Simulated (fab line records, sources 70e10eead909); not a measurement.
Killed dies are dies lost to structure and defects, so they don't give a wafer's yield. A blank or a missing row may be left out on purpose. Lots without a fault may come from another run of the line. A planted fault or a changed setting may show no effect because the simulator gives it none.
fab line records | flow nand_harc
record lots=5 wafers=15 last_day=25
route steps=1159 shown A_M1@1037 A_BONDPAD@1059 END@1159
lots that met no fault: from a run of the same line without faults
start_h: hours from the record's first day to the start of the lot's first wafer shown | wait_h: hours since the lot's step before | " the same as in the row above | L1.1+2: a row that stands for several wafers | - no value, or no start given | * or withheld: withheld | < > ~ a bound
route shown NAME@n: a module of which the file shows steps, and the number in the route of the first | usual: mean/standard deviation of fault-free wafers | same: alike in all rows | chamber/n: place in a boat | sites: the reading at each site | _std_site: their standard deviation | _edge_site: outer sites' mean less inner sites' | radius_mm: how far each site lies from the wafer's centre | mask NAME#n: copy n | behind: the tool/chamber that last shaped the wafer | hold: why the lot was held/for how many hours/how that ended | device: the transistor (n, p or np) that didn't switch | end of line: the same wafers' tests at the end of the route | a step without rows: its recipe alone | killed: dies lost to structure and defects at the first sort, not the wafer's yield | map: a wafer's dies, x killed, . not, _ none there
set.NAME: the setting as run; set.NAME@STEP: as run at that earlier step | model.NAME: the simulator's own value behind a step, which no gauge read
lots at some steps of the route; a table a step, a row a wafer
services: from which hour (start_h, from the record's first day; less than 0 if before it) a tool's chamber was out of use, for how many hours, and why
## steps
# step NHARC_A_M1_OVL_MEAS_10
# recipe pitch_nm=240
# usual overlay_x_nm=0.1/0.96 overlay_y_nm=-0.3/0.85
# columns lot.wafer tool chamber start_h wait_h overlay_x_nm overlay_y_nm
L817.1 overlay-01 - 406.92 - -0.6 0.2
L817.3 " - " " -0.2 0.9
L817.5 " - " " 0.0 0.5
L830.1 overlay-01 - 502.43 - 0.5 0.5
L830.2 " - " " 0.7 -0.3
L830.6 " - " " -0.2 -0.2
L835.1 overlay-02 - 520.42 - 0.2 -1.2
L835.5 " - " " 0.2 -1.7
L835.6 " - " " 0.1 -1.3
L839.1 overlay-02 - 533.68 - -1.4 -0.5
L839.2 " - " " -1.8 -0.5
L839.5 " - " " -1.3 -0.8
L838.1 overlay-02 - 545.66 - -0.6 -0.9
L838.2 " - " " -0.5 -1.5
L838.6 " - " " -0.3 -1.4
# step NHARC_A_M1_INSPECT_11
# usual raw_defect_count=30/14
# columns lot.wafer tool chamber start_h wait_h raw_defect_count
L817.1 defect_inspect-02 - 406.96 0.0 40
L817.3 " - " " 61
L817.5 " - " " 41
L830.1 defect_inspect-02 - 502.46 0.0 41
L830.2 " - " " 42
L830.6 " - " " 31
L835.1 defect_inspect-01 - 520.45 0.0 51
L835.5 " - " " 58
L835.6 " - " " 48
L839.1 defect_inspect-02 - 533.71 0.0 34
L839.2 " - " " 35
L839.5 " - " " 34
L838.1 defect_inspect-02 - 545.70 0.0 50
L838.2 " - " " 45
L838.6 " - " " 43
# step NHARC_A_M1_DESCUM_14
# recipe time_s=3 o2_flow_sccm=200 ar_flow_sccm=0 bias_power_w=0 chemistry=O2
# step NHARC_A_M1_ETCH_35
# recipe target_depth_a=400 overetch_a=120 time_s=43.94 ion_energy_ev=200 n2_flow_sccm=150 h2_flow_sccm=150 ar_flow_sccm=0 rf_w=400 bias_w=150 chemistry=N2/H2
# step NHARC_A_M1_ETCH_15
# recipe target_depth_a=1825 time_s=91.2 c4f8_flow_sccm=withheld ar_flow_sccm=400 rf_w=600 bias_w=300 chemistry=C4F8/Ar
# step NHARC_A_M1_CD_MEAS_16
# usual cd_nm=119.8/0.72
# columns lot.wafer tool chamber start_h wait_h cd_nm
L817.1 cd_sem-02 - 407.33 - 120.5
L817.3 " - " " 119.7
L817.5 " - " " 120.6
L830.1 cd_sem-03 - 502.83 - 119.4
L830.2 " - " " 120.3
L830.6 " - " " 119.9
L835.1 cd_sem-03 - 520.82 - 120.0
L835.5 " - " " 119.9
L835.6 " - " " 120.3
L839.1 cd_sem-02 - 534.08 - 118.8
L839.2 " - " " 118.7
L839.5 " - " " 118.9
L838.1 cd_sem-02 - 546.06 - 120.1
L838.2 " - " " 119.8
L838.6 " - " " 119.6
# step NHARC_A_M1_STRIP_18
# recipe power_w=1000 n2_flow_sccm=150 h2_flow_sccm=150 ar_flow_sccm=0 bias_w=0 chemistry=N2/H2
# step NHARC_A_M1_ETCH_28
# recipe target_depth_a=300 over_etch_frac=0.3 time_s=72.99 ion_energy_ev=150 cf4_flow_sccm=50 n2_flow_sccm=100 ar_flow_sccm=150 rf_w=300 bias_w=100 chemistry=CF4/N2
# step NHARC_A_M1_STRIP_19
# recipe time_s=600 temp_c=30 chemistry=post_etch_residue_remover
# step NHARC_A_M1_DEGAS_29
# recipe temp_c=250 time_s=60
# step NHARC_A_M1_PRE_CLEAN_30
# recipe time_s=30 temp_c=280 gas=H2/He
# step NHARC_A_M1_PVD_20
# recipe target_thk_a=50 bias_v=168.6 power_w=15000 chamber_pressure_pa=0.12 time_s=8.06 substrate_temp_c=50 material=TaN
# usual throttle_valve_pct=30.1/1.2
# columns lot.wafer tool chamber start_h wait_h throttle_valve_pct
L817.1 pvd_sputter-01 - - - 29.7
L817.3 " - " " 29.9
L817.5 " - " " 30.1
L830.2 pvd_sputter-01 - - - 28.5
L830.1 " - " " 30.0
L830.6 " - " " 28.8
L835.1 pvd_sputter-02 - - - 30.4
L835.5 " - " " 30.7
L835.6 " - " " 28.6
L839.2 pvd_sputter-02 - - - 30.3
L839.1 " - " " 31.3
L839.5 " - " " 30.2
L838.2 pvd_sputter-02 - - - 28.9
L838.1 " - " " 31.3
L838.6 " - " " 29.1
# step NHARC_A_M1_PVD_21
# recipe target_thk_a=300 chamber_pressure_pa=5 power_w=5000 substrate_temp_c=30 time_s=20.49 material=Cu
# usual throttle_valve_pct=30.1/1.1
# columns lot.wafer tool chamber start_h wait_h throttle_valve_pct
L817.3 pvd_sputter-01 - 408.28 - 30.2
L817.1 " - " " 32.0
L817.5 " - " " 29.9
L830.1 pvd_sputter-01 - 503.78 - 28.6
L830.2 " - " " 29.7
L830.6 " - " " 32.5
L835.1 pvd_sputter-02 - 521.77 - 28.8
L835.6 " - " " 30.3
L835.5 " - " " 28.6
L839.1 pvd_sputter-02 - 535.05 - 30.3
L839.2 " - " " 29.0
L839.5 " - " " 30.9
L838.1 pvd_sputter-02 - 547.01 - 29.1
L838.2 " - " " 30.9
L838.6 " - " " 30.1
# step NHARC_A_M1_ECD_22
# recipe target_thk_a=4000 bath_temp_c=25 material=Cu
# step NHARC_A_M1_ANNEAL_31
# recipe temp_c=225 time_s=90
# step NHARC_A_M1_CMP_23
# recipe t_overpolish_s=20 target_thk_nm=154.34
# usual edge_zone_pressure_frac=0.999/0.0044 motor_current_A=12.2/1.3 slurry_flow_ml_min=150.1/0.44 time_to_endpoint_s=29.6/2
# same t_overpolish_s=20
# columns lot.wafer tool chamber start_h wait_h edge_zone_pressure_frac motor_current_A slurry_flow_ml_min time_to_endpoint_s
L817.3 cmp-04 0 409.12 - 1.004 12.2 149.2 30.5
L817.1 " 2 " " 0.999 11.0 150.6 28.8
L817.5 " 1 " " 0.998 13.9 150.4 29.4
L830.1 cmp-04 3 504.66 - 0.999 10.6 150.0 24.5
L830.2 " 1 " " 0.995 13.8 149.5 23.6
L830.6 " 3 " " 0.999 10.8 149.9 25.0
L835.1 cmp-01 2 522.76 - 0.996 13.0 149.5 29.6
L835.5 " 3 " " 1.001 11.3 150.4 26.3
L835.6 " 0 " " 1.001 14.3 149.7 29.0
L839.1 cmp-04 2 536.08 - 0.998 11.5 149.8 30.1
L839.2 " 1 " " 1.000 13.4 150.2 29.7
L839.5 " 2 " " 1.003 11.2 149.9 29.0
L838.1 cmp-01 2 547.89 - 0.999 12.7 150.8 30.8
L838.2 " 3 " " 1.000 10.8 149.3 29.1
L838.6 " 2 " " 0.996 13.0 150.8 33.3
# step NHARC_A_M1_SRD_25
# step NHARC_A_M1_INSPECT_27
# usual raw_defect_count=454/130
# columns lot.wafer tool chamber start_h wait_h raw_defect_count
L817.1 defect_inspect-02 - 409.60 0.0 390
L817.3 " - " " 324
L817.5 " - " " 317
L830.1 defect_inspect-01 - 505.10 0.0 490
L830.2 " - " " 672
L830.6 " - " " 327
L835.1 defect_inspect-01 - 523.15 0.0 498
L835.5 " - " " 506
L835.6 " - " " 674
L839.1 defect_inspect-02 - 536.56 0.0 558
L839.2 " - " " 467
L839.5 " - " " 405
L838.1 defect_inspect-01 - 548.36 0.0 496
L838.2 " - " " 619
L838.6 " - " " 758
# step NHARC_A_M1_PRE_CLEAN_32
# recipe time_s=12 temp_c=370 rf_power_w=300 gas=NH3
# step NHARC_A_M1_DEP_33
# recipe target_thk_a=300 temp_c=370 target_thk_nm=30 pressure_torr=3 flow_sccm=200 rf_w=450 material=SiCN
# step NHARC_A_BONDPAD_DEP_00
# recipe target_thk_a=2500 temp_c=370 target_thk_nm=250 pressure_torr=3 flow_sccm=200 rf_w=450 material=SiCN
# usual chamber_pressure_Torr=2.999/0.0077 heater_power_w=585/110
# columns lot.wafer tool chamber start_h wait_h chamber_pressure_Torr heater_power_w since_wet_clean_h
L817.1 pecvd-03 1 410.33 - 3.003 551 105
L817.5 " 0 " " 2.991 587 -
L830.1 pecvd-01 1 506.02 - 2.999 613 74
L830.2 " 2 " " 2.998 428 74
L830.6 " 0 " " 2.984 739 -
L835.1 pecvd-01 2 - - 3.005 473 92
L835.6 " 0 " " 2.983 758 -
L835.5 " 1 " " 3.005 612 -
L839.2 pecvd-01 2 537.32 - 3.013 399 106
L839.1 " 0 " " 2.990 792 106
L839.5 " 2 " " 3.001 434 -
L838.1 pecvd-01 0 549.06 - 2.983 710 117
L838.2 " 1 " " 3.009 665 117
L838.6 " 2 " " 2.990 443 -
# step NHARC_A_BONDPAD_CMP_29
# recipe target_thk_nm=200 material=SiCN
# step NHARC_A_BONDPAD_THK_MEAS_30
# recipe thk_meas_gauge=ellipsometry
# usual thk_nm=200.3/1.3
# columns lot.wafer tool chamber start_h wait_h thk_nm
L817.1 film_metro-01 - 410.99 0.2 198.8
L817.5 " - " " 198.5
L830.1 film_metro-01 - 506.64 0.2 202.7
L830.2 " - " " 199.5
L830.6 " - " " 200.1
L835.1 film_metro-02 - 524.80 0.1 200.0
L835.5 " - " " 202.9
L835.6 " - " " 200.0
L839.1 film_metro-01 - 537.93 0.2 200.4
L839.2 " - " " 201.6
L839.5 " - " " 200.6
L838.1 film_metro-01 - 549.72 0.2 202.4
L838.2 " - " " 202.6
L838.6 " - " " 200.3
# step NHARC_A_BONDPAD_SRD_31
# step NHARC_A_BONDPAD_DEHYDRATE_01
# recipe temp_c=150 time_s=120
# step NHARC_A_BONDPAD_HMDS_02
# recipe time_s=30
# step NHARC_A_BONDPAD_COAT_33
# recipe temp_c=200 time_s=65
# step NHARC_A_BONDPAD_COAT_03
# recipe spin_rpm=2000 resist_thk_nm=600
# step NHARC_A_BONDPAD_SOFTBAKE_04
# recipe temp_c=125 time_s=70
# step NHARC_A_BONDPAD_EBR_05
# step NHARC_A_BONDPAD_EXPOSE_06
# recipe na=0.55 dose_mj=36.99 mask_id=A_BPAD
# step NHARC_A_BONDPAD_PEB_07
# recipe peb_temp_c=128 peb_time_s=80
# step NHARC_A_BONDPAD_DEVELOP_08
# recipe time_s=50 dev_temp_c=22
# step NHARC_A_BONDPAD_CD_MEAS_09
# recipe target_cd_nm=500 landing_energy_ev=500
# usual cd_nm=499.8/1.4
# columns lot.wafer tool chamber start_h wait_h cd_nm
L817.1 cd_sem-03 0 411.57 - 497.9
L817.5 " 0 " " 497.6
L830.1 cd_sem-03 0 507.21 - 499.7
L830.2 " 0 " " 499.2
L830.6 " 0 " " 500.0
L835.1 cd_sem-03 0 525.37 - 500.7
L835.5 " 0 " " 501.8
L835.6 " 0 " " 501.0
L839.1 cd_sem-03 0 538.38 - 501.1
L839.2 " 0 " " 500.2
L839.5 " 0 " " 500.2
L838.1 cd_sem-02 0 550.16 - 500.9
L838.2 " 0 " " 500.9
L838.6 " 0 " " 499.5
# step NHARC_A_BONDPAD_OVL_MEAS_35
# usual overlay_x_nm=0/5.4 overlay_y_nm=-1/3.3
# columns lot.wafer tool chamber start_h wait_h overlay_x_nm overlay_y_nm
L817.1 overlay-02 - 411.65 - 6 2
L817.5 " - " " 6 2
L830.1 overlay-02 - 507.30 - 7 -2
L830.2 " - " " 7 -2
L830.6 " - " " 8 -2
L835.1 overlay-01 - 525.45 - -2 -3
L835.5 " - " " -2 -3
L835.6 " - " " -2 -3
L839.1 overlay-01 - 538.46 - -4 3
L839.2 " - " " -4 3
L839.5 " - " " -5 3
L838.1 overlay-01 - 550.25 - 0 5
L838.2 " - " " 0 5
L838.6 " - " " 1 6
# step NHARC_A_BONDPAD_HARDBAKE_10
# recipe temp_c=118 time_s=65
# step NHARC_A_BONDPAD_DESCUM_11
# recipe time_s=3 o2_flow_sccm=200 ar_flow_sccm=0 bias_power_w=0 chemistry=O2
# step NHARC_A_BONDPAD_ETCH_34
# recipe target_depth_a=600 overetch_a=180 time_s=65.91 ion_energy_ev=200 n2_flow_sccm=150 h2_flow_sccm=150 ar_flow_sccm=0 rf_w=400 bias_w=150 chemistry=N2/H2
# usual chamber_pressure_mTorr=30.000/0.027 drypump_motor_current_A=6.0/0.57 oes_product_au=0.999/0.008 rf_vpp_V=432.6/2.4 showerhead_plenum_p_Torr=2.12/0.085 throttle_valve_pct=14.171/0.0078
# columns lot.wafer tool chamber start_h wait_h chamber_pressure_mTorr drypump_motor_current_A oes_product_au rf_hours_counter_h rf_vpp_V showerhead_plenum_p_Torr throttle_valve_pct
L817.1 rie_diel-13 3 411.91 0.1 29.989 6.0 1.011 5 435.4 2.20 14.166
L817.5 " 2 " " 29.977 6.0 0.995 - 433.3 2.15 14.170
L830.1 rie_diel-07 0 507.51 0.1 29.966 5.3 0.986 18 430.8 2.09 14.166
L830.2 " 2 " " 30.005 5.0 1.003 20 431.6 2.08 14.181
L830.6 " 3 " " 30.003 5.1 0.990 - 430.5 1.96 14.178
L835.1 rie_diel-13 2 525.68 0.1 30.000 6.1 0.990 2 432.3 2.15 14.162
L835.5 " 3 " " 29.960 6.0 1.004 - 434.8 2.20 14.174
L835.6 " 0 " " 29.998 6.8 0.996 - 434.5 2.18 14.180
L839.1 rie_diel-13 2 538.67 0.1 30.002 6.1 0.985 2 432.8 2.15 14.162
L839.2 " 3 " " 30.013 6.1 1.007 3 433.9 2.20 14.171
L839.5 " 3 " " 29.975 6.1 0.986 - 434.8 2.20 14.170
L838.2 rie_diel-13 1 550.47 0.1 29.992 5.9 0.999 2 428.4 2.00 14.168
L838.1 " 2 " " 29.993 6.1 0.992 3 432.8 2.15 14.176
L838.6 " 1 " " 30.016 5.9 1.010 - 427.9 2.00 14.173
# step NHARC_A_BONDPAD_ETCH_12
# recipe target_depth_a=2200 time_s=110 chf3_flow_sccm=50 o2_flow_sccm=10 ar_flow_sccm=200 rf_w=500 bias_w=200 chemistry=CHF3/O2
# usual chamber_pressure_mTorr=25.004/0.023 drypump_motor_current_A=6.0/0.55 oes_product_au=0.948/0.021 rf_vpp_V=372.3/2.2 showerhead_plenum_p_Torr=2.48/0.096 throttle_valve_pct=20.572/0.009
# columns lot.wafer tool chamber start_h wait_h chamber_pressure_mTorr drypump_motor_current_A oes_product_au rf_hours_counter_h rf_vpp_V showerhead_plenum_p_Torr throttle_valve_pct
L817.1 rie_diel-13 3 - - 25.004 6.0 0.932 5 375.2 2.58 20.569
L817.5 " 3 " " 25.003 6.0 0.930 - 376.8 2.57 20.580
L830.1 rie_diel-07 3 - - 24.965 5.1 0.933 19 369.6 2.32 20.566
L830.2 " 1 " " 25.024 5.0 0.920 19 372.8 2.50 20.552
L830.6 " 0 " " 24.990 5.3 0.919 - 370.9 2.46 20.584
L835.1 rie_diel-13 3 - - 24.983 6.1 0.951 2 375.7 2.57 20.574
L835.5 " 1 " " 25.017 5.9 0.977 - 368.7 2.35 20.582
L835.6 " 2 " " 25.038 6.0 0.951 - 374.1 2.52 20.575
L839.2 rie_diel-13 2 - - 25.014 6.0 0.914 2 373.1 2.52 20.567
L839.1 " 3 " " 24.989 6.1 0.925 3 373.1 2.57 20.572
L839.5 " 3 " " 25.035 6.1 0.917 - 375.0 2.57 20.580
L838.1 rie_diel-13 0 - - 24.996 6.8 0.920 3 373.2 2.55 20.567
L838.2 " 2 " " 24.995 6.1 0.917 3 374.0 2.52 20.579
L838.6 " 0 " " 24.993 6.8 0.923 - 373.3 2.55 20.579
# step NHARC_A_BONDPAD_CD_MEAS_13
# usual cd_nm=499.5/1.4
# columns lot.wafer tool chamber start_h wait_h cd_nm
L817.1 cd_sem-03 - 412.17 - 497.9
L817.5 " - " " 496.9
L830.1 cd_sem-02 - 507.73 - 499.1
L830.2 " - " " 498.2
L830.6 " - " " 499.5
L835.1 cd_sem-03 - 525.89 - 500.2
L835.5 " - " " 501.3
L835.6 " - " " 501.8
L839.1 cd_sem-02 - 538.90 - 499.9
L839.2 " - " " 499.0
L839.5 " - " " 499.2
L838.1 cd_sem-02 - 550.69 - 500.2
L838.2 " - " " 500.2
L838.6 " - " " 499.4
# step NHARC_END_SORT_01
# recipe temp_c=25
# usual defect_limited_yield=95.6/1.7 killed_at_array=27/11 killed_at_other=0.7/0.93 killed_at_periphery=2.9/1.9 killed_dies=30/11 killed_open=3.1/1.7 killed_short=1.9/1.3 sort_bin_2_pct=1.4/0.68 sort_bin_3_pct=0.28/0.25 sort_bin_4_pct=2.8/1.1 sort_n_pass=647/11 sort_rim_yield_pct=95.4/2.7 sort_yield_pct=95.6/1.7
# same gross_dies=677 sort_bin_5_pct[%]=0 sort_bin_6_pct[%]=0 sort_bin_7_pct[%]=0 sort_bin_8_pct[%]=0 sort_rim_n_gross=106.00
# columns lot.wafer tool chamber start_h wait_h defect_limited_yield[%] killed_at_array killed_at_other killed_at_periphery killed_dies killed_open killed_short sort_bin_2_pct[%] sort_bin_3_pct[%] sort_bin_4_pct[%] sort_n_pass sort_rim_yield_pct[%] sort_yield_pct[%]
L817.3 prober-01 0 445.99 3.1 0 672 0 5 677 8 3 94.1 0.30 5.6 0 0 0
# killed by level:class
L817.3 A_M1:area_pvd=618 A_CHANNEL_HOLE_D1:chamber_film_flake=26 A_SLIT:chamber_film_flake=12 A_STAIRCASE:chamber_film_flake=5 A_WL_FILL:geometric_particle:open=2 A_M0:geometric_particle:open=2 P_GATE:chamber_film_flake=2 A_CONTACT:chamber_film_flake=2
# map L817.3 (x killed, . not)
____________x____________
_________xxxxxxx_________
_______xxxxxxxxxxx_______
______xxxxxxxxxxxxx______
_____xxxxxxxxxxxxxxx_____
____xxxxxxxxxxxxxxxxx____
____xxxxxxxxxxxxxxxxx____
___xxxxxxxxxxxxxxxxxxx___
___xxxxxxxxxxxxxxxxxxx___
__xxxxxxxxxxxxxxxxxxxxx__
__xxxxxxxxxxxxxxxxxxxxx__
_xxxxxxxxxxxxxxxxxxxxxxx_
_xxxxxxxxxxxxxxxxxxxxxxx_
_xxxxxxxxxxxxxxxxxxxxxxx_
_xxxxxxxxxxxxxxxxxxxxxxx_
_xxxxxxxxxxxxxxxxxxxxxxx_
xxxxxxxxxxxxxxxxxxxxxxxxx
xxxxxxxxxxxxxxxxxxxxxxxxx
xxxxxxxxxxxxxxxxxxxxxxxxx
xxxxxxxxxxxxxxxxxxxxxxxxx
xxxxxxxxxxxxxxxxxxxxxxxxx
_xxxxxxxxxxxxxxxxxxxxxxx_
_xxxxxxxxxxxxxxxxxxxxxxx_
_xxxxxxxxxxxxxxxxxxxxxxx_
_xxxxxxxxxxxxxxxxxxxxxxx_
_xxxxxxxxxxxxxxxxxxxxxxx_
__xxxxxxxxxxxxxxxxxxxxx__
__xxxxxxxxxxxxxxxxxxxxx__
___xxxxxxxxxxxxxxxxxxx___
___xxxxxxxxxxxxxxxxxxx___
____xxxxxxxxxxxxxxxxx____
____xxxxxxxxxxxxxxxxx____
_____xxxxxxxxxxxxxxx_____
______xxxxxxxxxxxxx______
_______xxxxxxxxxxx_______
_________xxxxxxx_________
____________x____________
# map L830.2 (x killed, . not)
____________.____________
_________......._________
_______..........._______
______.............______
_____..............._____
____.................____
____.................____
___...................___
___...................___
__.....................__
__.....................__
_....................x.._
_......................._
_x......x..............._
_................x......_
_.x.............x......._
.x.x.....................
xxx......................
xxx..........x...........
.xx...x..................
..xx............x.x....x.
_.xx...................._
_xxx.x.................._
_..x.........x.........._
_............x.........._
_..........x............_
__.........x...........__
__.x...................__
___..............x....___
___...................___
____.................____
____...x.x...........____
_____..............._____
______.............______
_______..........._______
_________.x....._________
____________.____________
## services
# columns tool chamber start_h hours kind
pvd_sputter-02 - 393.13 10.0 pm
pecvd-01 - 398.89 0.3 repair
cmp-04 - 399.16 4.0 pm
rie_diel-07 - 405.27 9.0 pm
cmp-04 - 405.70 1.8 repair
rie_diel-13 1 407.02 9.5 repair
rie_diel-13 0 407.50 - clean
rie_diel-13 2 407.50 - clean
rie_diel-13 3 407.50 - clean
pecvd-01 - 418.85 13.0 pm
rie_diel-13 0 432.00 - clean
rie_diel-13 1 432.00 - clean
rie_diel-13 2 432.00 - clean
pvd_sputter-01 - 441.71 2.4 repair
pecvd-03 - 442.50 0.2 repair
rie_diel-13 1 452.23 32.5 repair
rie_diel-13 - 453.00 9.0 pm
pecvd-03 - 473.21 13.0 pm
cmp-01 - 473.50 4.0 pm
rie_diel-13 3 494.63 3.7 repair
cmp-04 - 497.16 4.0 pm
pecvd-01 - 503.18 1.4 repair
pvd_sputter-01 - 514.00 10.0 pm
cmp-01 - 527.56 10.9 repair
## key
first_sign step=NHARC_END_SORT_01 reading=sort_bin_2_pct direction=up sigmas=99+ usual=1.4 struck=94.1
effect step=NHARC_END_SORT_01 reading=killed_at_array direction=up sigmas=59 usual=27 struck=672
more_kills_born_at NHARC_A_M1_PVD_21@pvd_sputter-01=618
met_at NHARC_A_M1_PVD_21
struck_wafers L817.3
later_rows_left_out L817.3
fault kind=process_parameter_drift tool=pvd_sputter-01 chamber=- onset_h=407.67 steps=NHARC_A_M1_PVD_21 channel=target_thk_a offset=* shape=step end_h=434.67 scope=struck_wafers_only acts_in=* stated=*
# later_rows_left_out: the simulator's readings of these wafers behind a module that went badly wrong aren't trusted and aren't shown, but for the sort
